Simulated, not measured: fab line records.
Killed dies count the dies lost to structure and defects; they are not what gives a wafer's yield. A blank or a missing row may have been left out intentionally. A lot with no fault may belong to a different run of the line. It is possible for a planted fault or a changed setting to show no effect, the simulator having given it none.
What tool caused it? ; flow nand_harc ; Sampling: 6 lots, 18 wafers, 5 of 1302 route steps

WHAT THE GAUGES SHOWED, per wafer
NHARC_P_M1_INSPECT_27.
lot;measured;on;raw_defect_count
L592;day 10 05:28;defect_inspect-01;2438 286 2284
L595;day 11 12:42;defect_inspect-02;2672 246 233
L598;day 12 13:34;defect_inspect-01;321 243 287
L602;day 14 03:29;defect_inspect-02;356 251 325
L604;day 15 12:11;defect_inspect-02;217 287 309
L606;day 15 23:15;defect_inspect-01;313 436 403

WHICH TOOL RAN EACH LOT (tool, then ch and the chambers of the sampled wafers, then the start)
lot;NHARC_P_M0_PRE_CLEAN_29;NHARC_P_M1_DEGAS_29;NHARC_P_M1_PVD_21;NHARC_P_M1_CMP_23
L592;pvd_sputter-01, day 10 03:56 or earlier;pvd_sputter-02, day 10 03:56;pvd_sputter-02, day 10 05:00 or earlier;cmp-02 ch 2,3, day 10 05:00
L595;pvd_sputter-02, day 11 11:06 or earlier;pvd_sputter-01, day 11 11:06;pvd_sputter-01, day 11 12:13 or earlier;cmp-02 ch 0,1,2, day 11 12:13
L598;pvd_sputter-03, day 12 12:01 or earlier;pvd_sputter-03, day 12 12:01;pvd_sputter-03, day 12 13:05 or earlier;cmp-03 ch 1,2, day 12 13:05
L602;pvd_sputter-03, day 14 01:56 or earlier;pvd_sputter-03, day 14 01:56;pvd_sputter-03, day 14 03:01 or earlier;cmp-02 ch 0,1,2, day 14 03:01
L604;pvd_sputter-01, day 15 10:20 or earlier;pvd_sputter-01, day 15 10:20;pvd_sputter-01, day 15 11:47 or earlier;cmp-03 ch 0,2,3, day 15 11:47
L606;pvd_sputter-02, day 15 21:19 or earlier;pvd_sputter-01, day 15 21:19;pvd_sputter-01, day 15 22:50 or earlier;cmp-02 ch 0,1,3, day 15 22:50
- NHARC_P_M0_PRE_CLEAN_29: time 30 s.
- NHARC_P_M1_DEGAS_29: time 60 s.
- NHARC_P_M1_PVD_21: deposits Cu, target thk 30 nm, time 20.49 s.
- NHARC_P_M1_CMP_23: polishes, t overpolish 20 s, target thk 157.82 nm.

THE ANSWER, worked out from the rows above alone
Rule: the lots themselves supply what counts as usual. The widest of any qualifying gaps counts: lots, ordered by their means at a reading, are off when they make up no more than a third of the lots, leave a main group of 4 or more, and stand apart from it by 3 or more times the standard deviation of that group's means. If all means in a main group match to the digits the tables above print for the reading, that group is not used. A lot without any number at a reading at which 4 lots or more have one is off too. Any other lot the step has rows for is counted as sound.
Off: L592, L595 (NHARC_P_M1_INSPECT_27, raw_defect_count). Mean 312 and standard deviation 44 in the main group.
If a tool, at a process step before that reading, ran all the lots that are off and no sound lot after the first of them, it fits. Those tools and the gauges at NHARC_P_M1_INSPECT_27 are tried in the same way. NHARC_P_M0_PRE_CLEAN_29 gives no start for some lots, so the hours and the order of its lots are those of NHARC_P_M1_DEGAS_29. NHARC_P_M1_PVD_21 gives no start for some lots, so the hours and the order of its lots are those of NHARC_P_M1_CMP_23. Of those tried, none fits.

WHAT THE SIMULATOR HAD PUT IN
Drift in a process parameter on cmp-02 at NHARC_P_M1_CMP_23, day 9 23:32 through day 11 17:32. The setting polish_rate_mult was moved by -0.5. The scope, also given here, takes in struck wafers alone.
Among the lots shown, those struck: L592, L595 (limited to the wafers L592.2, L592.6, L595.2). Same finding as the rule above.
